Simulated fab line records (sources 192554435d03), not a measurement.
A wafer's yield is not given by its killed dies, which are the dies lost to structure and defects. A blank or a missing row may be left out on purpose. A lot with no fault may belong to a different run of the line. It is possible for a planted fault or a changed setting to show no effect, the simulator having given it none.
Chamber matching ; flow n5Finfet ; 4 sister chambers for N5_FIN_CUT_CUT_ETCH_28 on rieSi-06
The step etches Si in HBr/Cl2/O2, target depth 6 nm, time 2.4 s. 4 wafers are shown with their chamber, then 7 later ones without.

## WAFERS PAIRED WITH THEIR CHAMBERS
wafer;chamber;drypumpMotorCurrentA (A)
L090.2;2;5.4
L090.4;3;5.0
L091.1;1;5.4
L091.3;0;5.8

## WAFERS WHOSE CHAMBER IS MISSING
wafer;drypumpMotorCurrentA (A)
L091.6;5.8
L093.1;5.4
L093.3;5.8
L093.5;5.1
L094.1;5.5
L094.2;5.8
L094.5;5.5

## WHICH CHAMBER EACH ONE RAN IN
wafer;from the rows above;in truth
L091.6;0;0
L093.1;can't be placed: 1 or 2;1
L093.3;0;0
L093.5;3;3
L094.1;can't be placed: 1 or 2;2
L094.2;0;0
L094.5;can't be placed: 1 or 2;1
Placed correctly: 4 of 7. These rows do not allow placing 3 (true chamber among the candidates in 3). 0 placed wrongly.
How it was worked out, from the rows above alone: a wafer's distance from a chamber is the root of the sum, over the readings, of the square of ((its reading less the chamber's mean) divided by the reading's scatter). The wafer belongs to the nearest chamber; if the next one is less than 2 further off, it can't be placed. The mean given for a chamber averages the wafers shown for that chamber. The scatter: with one shown wafer a chamber, the root of the mean of the squares of how far each hidden wafer lies from its nearest shown one.
